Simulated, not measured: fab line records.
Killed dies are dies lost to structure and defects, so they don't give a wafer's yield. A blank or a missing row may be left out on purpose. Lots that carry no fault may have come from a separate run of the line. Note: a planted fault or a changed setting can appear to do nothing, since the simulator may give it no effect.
Split-lot trial    flow n5-finfet    7 lots, 21 wafers read, on a route of 1938 steps

## ON THE SPLIT
At N5_HKMG_FIN_ETCH_54 (etches SiARC in CF4, target depth 45.5 nm, time 75.8 s), the setting source-w was moved away from the recipe's 545 W on 11 of the 21 wafers read, by -17.0% to +17.9%. All remaining wafers had this setting at the recipe value.

The split's own step is where the reading is taken.

## THE READING
rf-vpp-V, in V, at N5_HKMG_FIN_ETCH_54 (etches SiARC in CF4, target depth 45.5 nm, time 75.8 s). Typical for fault-free wafers on this fab line: 183.9 V, with standard deviation 1.1 V.

wafer   tool, chamber at the split  source-w as run, W  against the recipe  rf-vpp-V, V  against lot-mates on the recipe
L074.1  rie-diel-01, 3              642.7               +17.9%              173.9        -11.3
L074.3  rie-diel-01, 0              642.7               +17.9%              172.7        -12.5
L074.6  rie-diel-01, 0              545                 recipe              185.2        -
L080.1  rie-diel-06, 3              626.3               +14.9%              176.3        -7.3
L080.2  rie-diel-06, 0              626.3               +14.9%              173.6        -10.0
L080.6  rie-diel-06, 3              545                 recipe              183.6        -
L087.2  rie-diel-01, 3              582.9               +7.0%               180.7        -3.3
L087.4  rie-diel-01, 0              582.9               +7.0%               179.7        -4.3
L087.5  rie-diel-01, 3              545                 recipe              184.0        -
L088.2  rie-diel-02, 1              484.1               -11.2%              190.0        +4.2
L088.5  rie-diel-02, 2              545                 recipe              185.8        -
L088.6  rie-diel-02, 0              484.1               -11.2%              190.6        +4.8
L090.1  rie-diel-01, 1              545                 recipe              183.3        -
L090.3  rie-diel-01, 3              545                 recipe              182.3        -
L090.6  rie-diel-01, 3              545                 recipe              183.7        -
L093.1  rie-diel-06, 1              545                 recipe              182.6        -
L093.4  rie-diel-06, 3              545                 recipe              183.9        -
L093.6  rie-diel-06, 2              545                 recipe              186.0        -
L095.3  rie-diel-02, 0              452.6               -17.0%              194.2        no lot-mate on the recipe
L095.4  rie-diel-02, 2              452.6               -17.0%              197.9        no lot-mate on the recipe
L095.6  rie-diel-02, 2              452.6               -17.0%              198.4        no lot-mate on the recipe

THE FIT
A straight line over all 21 wafers: rf-vpp-V changes by -0.654 V for each +1% of source-w; r = -0.98; the points scatter about the line by 1.5 V.
The same after taking each lot's own level away (the mean of its wafers on the recipe; 18 wafers): -0.569 V for each +1%; r = -0.97; scatter 1.2 V.
According to that fit, moving source-w by its largest amount changes the reading by 10 V.
The lots' own levels span 183.10 to 185.80 V, that is 2.5 times the standard deviation above.
Thus the slope moves with the lot-to-lot level: the two fits are different.
Check: -10.4 V against its lot-mates is what the line predicts for one of the wafers moved furthest among these (+17.9%) when that wafer is left out of the fit. It came out at -11.3 V against them.
Tool readings at the split's step, against how far the setting was moved: etch-rf-on-time-s r = -0.95; rf-vpp-V r = -0.98.

## ADDITIONAL SPLITS CARRIED BY THESE WAFERS
Before the reading, these wafers also passed through other splits. Each is held against what the fit with the lots' levels taken away leaves over:
other split on the same wafers        wafers away from the commonest value  r with rf-vpp-V (lot level and that fit taken away)
N5_SD_EPI_N_EPI_21 epi-growth-time-s  7                                     +0.04
N5_SDB_EXPOSE_08 dose-mj              8                                     -0.21

## THE WHOLE CHAIN: every reading that the file lists as answering this split, in the file's order
step                 what it does                                            reading            change (the file's fit)               r (the file's)
N5_HKMG_FIN_ETCH_54  etches SiARC in CF4, target depth 45.5 nm, time 75.8 s  etch-rf-on-time-s  withheld for each +1% of the setting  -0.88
N5_HKMG_FIN_ETCH_54  etches SiARC in CF4, target depth 45.5 nm, time 75.8 s  rf-vpp-V           -0.585 V for each +1% of the setting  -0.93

## FILE'S OWN FIT
rf-vpp-V changes by -0.585 V for each +1% of source-w, r = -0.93.
